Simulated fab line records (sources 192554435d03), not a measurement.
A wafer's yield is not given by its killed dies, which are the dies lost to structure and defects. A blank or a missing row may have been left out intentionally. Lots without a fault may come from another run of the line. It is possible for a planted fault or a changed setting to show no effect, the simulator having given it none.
Chamber matching | flow n5_finfet | N5_STI_FIN_REVEAL_STRIP_24 on rie_diel-01: 4 sister chambers
The step strips in N2/H2, time 90 s. 14 wafers are shown with their chamber, then 7 later ones without.

## WAFERS PAIRED WITH THEIR CHAMBERS
wafer  | chamber | drypump_motor_current_A (A) | throttle_valve_pct (%) | showerhead_plenum_p_Torr (Torr)
L075.1 | 2       | 5.3                         | 12.44                  | 3.20
L075.4 | 1       | 5.1                         | 12.55                  | 3.20
L075.5 | 1       | 5.1                         | 12.56                  | 3.20
L078.1 | 0       | 5.8                         | 11.90                  | 3.42
L078.4 | 0       | 5.8                         | 11.91                  | 3.42
L078.6 | 3       | 6.3                         | 12.65                  | 3.33
L083.1 | 0       | 5.8                         | 11.93                  | 3.41
L083.4 | 1       | 5.2                         | 11.94                  | 3.59
L083.6 | 0       | 5.8                         | 11.93                  | 3.41
L093.2 | 0       | 5.8                         | 11.96                  | 3.40
L093.3 | 3       | 6.3                         | 12.04                  | 3.32
L093.4 | 1       | 5.1                         | 11.99                  | 3.59
L094.2 | 2       | 5.4                         | 11.89                  | 3.59
L094.4 | 1       | 5.1                         | 11.99                  | 3.58

SIGNATURES (means of the wafers above)
reading                  | chamber 0 | chamber 1 | chamber 2 | chamber 3 | scatter within a chamber
drypump_motor_current_A  | 5.800     | 5.120     | 5.350     | 6.300     | 0.0361
throttle_valve_pct       | 11.9260   | 12.2060   | 12.1650   | 12.3450   | 0.273
showerhead_plenum_p_Torr | 3.4120    | 3.4320    | 3.3950    | 3.3250    | 0.16
Rule: a wafer's distance from a chamber is the root of the sum, over the readings, of the square of ((its reading less the chamber's mean) divided by the reading's scatter). If the next closest chamber is less than 2 further off than the closest, the wafer can't be placed; otherwise it belongs to the closest. How the scatter is found: for the shown wafers, subtract from each reading the mean of its chamber, square and add these, divide the total by (wafers less chambers), then take the root.

## WAFERS WITHOUT THEIR CHAMBER
wafer  | drypump_motor_current_A (A) | throttle_valve_pct (%) | showerhead_plenum_p_Torr (Torr)
L094.5 | 5.7                         | 11.98                  | 3.40
L096.2 | 6.3                         | 12.07                  | 3.31
L096.4 | 5.3                         | 11.90                  | 3.59
L096.6 | 5.4                         | 11.90                  | 3.59
L097.1 | 5.1                         | 12.02                  | 3.58
L097.2 | 6.3                         | 12.09                  | 3.31
L097.5 | 5.1                         | 12.00                  | 3.58

## THE CHAMBER EACH PASSED THROUGH
wafer  | from the rows above | in truth
L094.5 | 0                   | 0
L096.2 | 3                   | 3
L096.4 | 2                   | 2
L096.6 | 2                   | 2
L097.1 | 1                   | 1
L097.2 | 3                   | 3
L097.5 | 1                   | 1
Correctly placed: 7 of 7. Left unplaced by these rows: 0. Wrongly placed: 0.
